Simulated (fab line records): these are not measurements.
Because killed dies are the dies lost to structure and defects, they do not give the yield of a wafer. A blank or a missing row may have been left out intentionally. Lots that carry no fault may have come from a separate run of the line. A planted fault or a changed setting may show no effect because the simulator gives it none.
Matching of chambers / flow n5_finfet / N5_BEOL_M11_ALD_74 on ald_metal-02: 4 sister chambers
The step deposits TaN, target thk 2 nm, pulse time 2 s, purge time 3 s. 4 wafers are shown with their chamber, then 7 later ones without.

## WAFERS, EACH WITH ITS CHAMBER
wafer=L077.3; chamber=1; heater_power_w (W)=411
wafer=L077.6; chamber=3; heater_power_w (W)=394
wafer=L089.1; chamber=2; heater_power_w (W)=404
wafer=L089.4; chamber=0; heater_power_w (W)=401

## WAFERS WITH NO CHAMBER GIVEN
wafer=L089.5; heater_power_w (W)=394
wafer=L091.2; heater_power_w (W)=390
wafer=L091.3; heater_power_w (W)=406
wafer=L091.6; heater_power_w (W)=407
wafer=L097.1; heater_power_w (W)=386
wafer=L097.3; heater_power_w (W)=407
wafer=L097.5; heater_power_w (W)=380

## THE CHAMBER EACH PASSED THROUGH
wafer=L089.5; from the rows above=can't be placed: 3 or 0 or 2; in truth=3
wafer=L091.2; from the rows above=can't be placed: 3 or 0 or 2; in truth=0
wafer=L091.3; from the rows above=can't be placed: 2 or 0 or 1 or 3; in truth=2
wafer=L091.6; from the rows above=can't be placed: 2 or 1 or 0 or 3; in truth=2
wafer=L097.1; from the rows above=can't be placed: 3 or 0 or 2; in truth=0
wafer=L097.3; from the rows above=can't be placed: 2 or 1 or 0 or 3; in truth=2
wafer=L097.5; from the rows above=can't be placed: 3 or 0 or 2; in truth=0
Correct placement for 0 of the 7. From these rows, 7 cannot be placed; in 7 the true chamber is one of the candidates. Number placed wrongly: 0.
How it was worked out, from the rows above alone: a wafer's distance from a chamber is the root of the sum, over the readings, of the square of ((its reading less the chamber's mean) divided by the reading's scatter). The wafer belongs to the nearest chamber; if the next one is less than 2 further off, it can't be placed. Each chamber's mean is taken over the wafers shown for it. The scatter (one wafer shown for each chamber): square how far every hidden wafer sits from the nearest shown wafer, average those squares and take the square root.
